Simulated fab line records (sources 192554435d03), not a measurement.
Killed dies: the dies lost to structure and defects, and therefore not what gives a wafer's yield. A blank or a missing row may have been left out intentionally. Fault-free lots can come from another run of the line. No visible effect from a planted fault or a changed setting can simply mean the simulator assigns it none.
Matching of chambers | flow n5 finfet | rie diel-06 running N5_BEOL_M7_DESCUM_33: 4 sister chambers
The step chemistry O2, time 7 s. 4 wafers are shown with their chamber, then 9 later ones without.

WAFERS, EACH WITH ITS CHAMBER
wafer  | chamber | drypump motor current A (A)
L084.3 | 0       | 5.3
L084.6 | 3       | 4.9
L090.4 | 1       | 5.9
L090.5 | 2       | 5.0

WAFERS WITH NO CHAMBER GIVEN
wafer  | drypump motor current A (A)
L092.1 | 5.0
L092.4 | 5.3
L092.6 | 5.9
L094.2 | 4.9
L094.3 | 5.9
L094.5 | 4.9
L097.1 | 5.1
L097.4 | 5.3
L097.5 | 5.0

THE CHAMBER EACH PASSED THROUGH
wafer  | from the rows above | in truth
L092.1 | 2                   | 2
L092.4 | 0                   | 0
L092.6 | 1                   | 1
L094.2 | 3                   | 3
L094.3 | 1                   | 1
L094.5 | 3                   | 3
L097.1 | 2                   | 2
L097.4 | 0                   | 0
L097.5 | 2                   | 2
9 of 9 placed correctly. Not placeable from these rows: 0. Number placed wrongly: 0.
How it was worked out, from the rows above alone: a wafer's distance from a chamber is the root of the sum, over the readings, of the square of ((its reading less the chamber's mean) divided by the reading's scatter). If the next closest chamber is less than 2 further off than the closest, the wafer can't be placed; otherwise it belongs to the closest. A chamber's mean is the mean of its shown wafers. The scatter (one wafer shown for each chamber): square how far every hidden wafer sits from the nearest shown wafer, average those squares and take the square root.
